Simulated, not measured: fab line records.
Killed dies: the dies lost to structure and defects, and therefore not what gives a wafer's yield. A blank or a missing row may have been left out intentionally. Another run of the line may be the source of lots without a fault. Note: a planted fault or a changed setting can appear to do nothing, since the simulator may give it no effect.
Matching of chambers	flow nand-harc	rie-diel-08 running NHARC_P_GATE_DESCUM_48: 4 sister chambers
The step chemistry O2, time 3 s. 4 wafers are shown with their chamber, then 8 later ones without.

== WAFERS, EACH WITH ITS CHAMBER ==
wafer	chamber	drypump-motor-current-A (A)
L085.2	2	6.8
L088.4	1	5.5
L088.5	0	5.9
L089.1	3	5.1

== WAFERS WHOSE CHAMBER IS MISSING ==
wafer	drypump-motor-current-A (A)
L089.3	6.8
L089.6	5.0
L092.1	6.8
L092.2	5.1
L092.3	5.9
L097.2	6.8
L097.3	5.5
L097.6	6.8

== THE CHAMBER EACH PASSED THROUGH ==
wafer	from the rows above	in truth
L089.3	2	2
L089.6	3	3
L092.1	2	2
L092.2	3	3
L092.3	0	0
L097.2	2	2
L097.3	1	1
L097.6	2	2
Correctly placed: 8 of 8. Left unplaced by these rows: 0. Placed wrongly: 0.
How it was worked out, from the rows above alone: a wafer's distance from a chamber is the root of the sum, over the readings, of the square of ((its reading less the chamber's mean) divided by the reading's scatter). The wafer belongs to the nearest chamber; if the next one is less than 2 further off, it can't be placed. A chamber's mean is the mean of its shown wafers. The scatter: root of mean squared gap, hidden wafer to nearest shown wafer, with one shown wafer a chamber.
